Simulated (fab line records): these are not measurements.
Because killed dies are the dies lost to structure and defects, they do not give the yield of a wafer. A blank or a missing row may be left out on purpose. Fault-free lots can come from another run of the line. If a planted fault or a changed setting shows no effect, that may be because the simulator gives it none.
Split-lot study ; flow n5 finfet ; 21 wafers read across 7 lots, on a route 1938 steps long

ABOUT THE SPLIT
At N5_BEOL_M10_COAT_05 (resist thk 90 nm), the setting spin rpm was moved away from the recipe's 1500 rpm on 3 of the 21 wafers read, by -10.3% to +11.0%. For the rest of the wafers, this setting stayed at what the recipe calls for.

The reading comes from the split's own step.

THE READING
CAR-ArF_of_BEOL_M10_COAT_05.thk nm (the simulator's own value, which no gauge read), in nm, at N5_BEOL_M10_COAT_05 (resist thk 90 nm). The file does not state a usual value for it. Average 90.2 nm, standard deviation 0.35 nm, over the 18 wafers here run with the recipe.

wafer;tool, chamber at the split;spin rpm as run, rpm;against the recipe;CAR-ArF_of_BEOL_M10_COAT_05.thk nm, nm;against lot-mates on the recipe
L080.1;litho track-01, 0;1500;recipe;90.6;-
L080.4;litho track-01, 0;1500;recipe;91;-
L080.5;litho track-01, 0;1500;recipe;90.4;-
L083.2;litho track-03, 0;1500;recipe;90;-
L083.3;litho track-03, 0;1500;recipe;89.8;-
L083.4;litho track-03, 0;1500;recipe;89.4;-
L085.3;litho track-01, 0;1500;recipe;90.2;-
L085.4;litho track-01, 0;1500;recipe;90.4;-
L085.6;litho track-01, 0;1500;recipe;89.8;-
L084.3;litho track-01, 0;1500;recipe;90.4;-
L084.4;litho track-01, 0;1665;+11.0%;85.6;-4.8
L084.6;litho track-01, 0;1665;+11.0%;85.6;-4.8
L076.1;litho track-02, 0;1500;recipe;90;-
L076.2;litho track-02, 0;1500;recipe;90.4;-
L076.3;litho track-02, 0;1500;recipe;89.8;-
L090.1;litho track-02, 0;1500;recipe;90.2;-
L090.3;litho track-02, 0;1500;recipe;90.2;-
L090.4;litho track-02, 0;1500;recipe;90.2;-
L093.1;litho track-01, 0;1345;-10.3%;95.4;+5.1
L093.3;litho track-01, 0;1500;recipe;90.4;-
L093.5;litho track-01, 0;1500;recipe;90.2;-

FIT RESULTS
A straight line over all 21 wafers: CAR-ArF_of_BEOL_M10_COAT_05.thk nm changes by -0.446 nm for each +1% of spin rpm; r = -0.98; the points scatter about the line by 0.38 nm.
The same after taking each lot's own level away (the mean of its wafers on the recipe; 21 wafers): -0.455 nm for each +1%; r = -0.99; scatter 0.23 nm.
Per that fit: largest spin rpm move, reading shift of 5 nm.
Measured against the standard deviation above, the lots' own levels, which go from 89.73 to 90.67 nm, span 2.7 times it.
The two slopes are in agreement: the lot-to-lot level therefore moves the slope only a little.
Check: -5.07 nm against its lot-mates is what the line predicts for one of the wafers moved furthest among these (+11.0%) when that wafer is left out of the fit. Against them it came out at -4.8 nm.

OTHER SPLITS ON THESE WAFERS
Other splits were also applied to these wafers ahead of the reading. Each is held against what the fit with the lots' levels taken away leaves over:
other split on the same wafers;wafers away from the commonest value;r with CAR-ArF_of_BEOL_M10_COAT_05.thk nm (lot level and that fit taken away)
N5_BEOL_M8_COAT_22 spin rpm;4;+0.01
N5_BEOL_M8_ETCH_72 h2 flow sccm;7;+0.16
N5_BEOL_M9_ETCH_62 source w;5;-0.03

FILE'S OWN FIT
CAR-ArF_of_BEOL_M10_COAT_05.thk nm changes by -0.463 nm for each +1% of spin rpm, r = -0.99.
